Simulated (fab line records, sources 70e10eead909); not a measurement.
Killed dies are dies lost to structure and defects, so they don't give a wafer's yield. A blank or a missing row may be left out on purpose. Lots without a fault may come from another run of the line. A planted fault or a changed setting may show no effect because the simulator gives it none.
Which tool did it? | flow nand_harc | 11 lots, 33 wafers sampled, at 1 step of a route of 1302

WHAT THE GAUGES READ, wafer by wafer
NHARC_A_CHANNEL_HOLE_D1_INSPECT_12.
lot  | measured     | on                | raw_defect_count
L651 | day 9 11:27  | defect_inspect-02 | 4 3 3
L652 | day 9 21:36  | defect_inspect-01 | 5 6 11
L653 | day 9 22:24  | defect_inspect-01 | 3 6 7
L654 | day 10 18:04 | defect_inspect-02 | 5 4 8
L657 | day 12 00:32 | defect_inspect-02 | 3 8 11
L658 | day 12 01:22 | defect_inspect-02 | 2 6 7
L660 | day 12 23:56 | defect_inspect-02 | 2 3 2
L662 | day 14 15:17 | defect_inspect-02 | 5 8 8
L667 | day 16 06:55 | defect_inspect-01 | 4 2 7
L671 | day 17 17:48 | defect_inspect-02 | 6 3 10
L672 | day 18 02:14 | defect_inspect-01 | 2 3 3

WHICH TOOL RAN EACH LOT (tool, then ch and the chambers of the sampled wafers, then the start)
The record holds no process step before these readings.

THE ANSWER, worked out from the rows above alone
Rule: what is usual is taken from the lots themselves. Put in order of their means at a reading, lots are off if they are a third of the lots or fewer, leave a main group of 4 or more, and stand apart from it by a gap of 3 or more times the standard deviation of the main group's means; of several such gaps the widest counts. A main group whose means are all the same, to the digits that the tables above print for the reading, isn't used. A lot without any number at a reading at which 4 lots or more have one is off too. The other lots that the step has rows for count as sound.
No lot is off at any reading shown: from this, nothing can be told.

WHAT THE SIMULATOR HAD PUT IN
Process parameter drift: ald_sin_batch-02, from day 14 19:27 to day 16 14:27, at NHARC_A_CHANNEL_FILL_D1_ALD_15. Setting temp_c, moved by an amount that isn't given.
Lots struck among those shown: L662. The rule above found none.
